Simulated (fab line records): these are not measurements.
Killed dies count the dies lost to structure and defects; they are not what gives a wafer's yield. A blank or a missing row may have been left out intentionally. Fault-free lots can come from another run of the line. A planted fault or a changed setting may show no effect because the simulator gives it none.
The same fault as seen by 2 desks ; flow n5Finfet ; only its own numbers are on each desk; what lay behind them is given at the end

## METROLOGY DESK
Means of the sampled wafers that have a number, per lot and without regard to the tool the lot ran on: this is what the gauges read. The brackets show how far a lot's mean lies from the usual mean; more than 4 standard deviations puts the lot out of limits, marked OUT. Readings shown: 7 out of 22 (the first out of limits, and those lying furthest out on some lot).
Columns: A = IOFF_N_LONG at N5_BEOL_M4_RC_MEAS_101, usual 5.56e-05 nA/um; B = IOFF_P at N5_BEOL_M4_RC_MEAS_101, usual 0.21 nA/um; C = IOFF_P_85C at N5_BEOL_M4_RC_MEAS_101, usual 3.7 nA/um; D = IOFF_P_LIN at N5_BEOL_M4_RC_MEAS_101, usual 0.101 nA/um; E = IOFF_P_LONG at N5_BEOL_M4_RC_MEAS_101, usual 0.000107 nA/um; F = VT_N at N5_BEOL_M4_RC_MEAS_101, usual 249 mV; G = VT_N_LONG at N5_BEOL_M4_RC_MEAS_101, usual 274.7 mV
lot;first seen here;A;B;C;D;E;F;G
L189;day 10 20:59;5.47e-05;0.25;4.2;0.114;0.000114;249;276.1
L192;day 11 20:04;5.36e-05;0.27;4.5;0.118;0.000104;246;275.4
L191;day 12 02:29;5.66e-05;0.18;3.1;0.090;0.000113;254;274.1
L195;day 12 13:42;5.76e-05;0.16;3.0;0.081;0.000099;249;273.1
L193;day 12 16:52;5.76e-05;0.19;3.3;0.094;0.000110;249;274.0
L197;day 12 22:52;5.42e-05;0.16;2.9;0.080;0.000094;253;274.5
L201;day 13 09:17;3.91e-05 (-6.9) OUT;1.20 (+20) OUT;14.8 (+16) OUT;0.599 (+31) OUT;0.000304 (+22) OUT;340 (+24) OUT;360.6 (+43) OUT
L205;day 14 17:26;4.06e-05 (-6.2) OUT;1.72 (+31) OUT;19.5 (+23) OUT;0.801 (+44) OUT;0.000325 (+24) OUT;334 (+22) OUT;362.3 (+44) OUT
L203;day 15 11:49;4.37e-05 (-4.9) OUT;1.96 (+36) OUT;22.1 (+26) OUT;0.927 (+52) OUT;0.000344 (+27) OUT;332 (+22) OUT;361.5 (+43) OUT
L210;day 17 04:50;5.71e-05;0.35;5.5;0.144;0.000116;241;275.0
This desk finds L201, L203, L205 out of limits, with the earliest case on L201 at day 13 09:17 (IOFF_N_LONG at N5_BEOL_M4_RC_MEAS_101). L189, L192, L191, L195, L193, L197, L210 stayed within limits.

## FOR THE TOOL OWNER'S DESK: thermalCvdSi-02
The tool's own readings at N5_HKMG_FIN_CVD_62 (deposits a-Si from Si2H6, target thk 3 nm, time 20.8 s): means of the sampled wafers that have a number, for each lot that ran on this tool. The brackets show how far a lot's mean lies from the usual mean; more than 4 standard deviations puts the lot out of limits, marked OUT.
Columns: A = heaterPowerW at N5_HKMG_FIN_CVD_62, usual 1270 W
lot;first seen here;A
L189;day 3 23:38;1267
L191;day 4 12:33;1231
L193;day 5 02:25;1261
L195;day 5 14:21;1282
L197;day 5 23:04;1208
L201;day 7 01:41;1284
L203;day 7 11:20;1264
L205;day 8 02:18;1270
Result from this desk: across the 8 lots, nothing is out of limits.

## ALL TOGETHER
Metrology desk: alarm possible at day 13 09:17 on L201, L203, L205.
Nothing out of limits was seen by the tool owner's desk.
On record at the tool owner's desk: L201, L203, L205, within its limits.
The lots listed all ran N5_HKMG_FIN_CVD_62 on thermalCvdSi-02.

## WHAT THE SIMULATOR PUT IN
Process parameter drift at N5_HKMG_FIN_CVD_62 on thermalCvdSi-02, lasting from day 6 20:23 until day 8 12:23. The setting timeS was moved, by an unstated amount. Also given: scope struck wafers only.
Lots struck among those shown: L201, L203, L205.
Per desk, hours elapsed from the start of the fault to the first reading out of limits: for the metrology desk, 157.
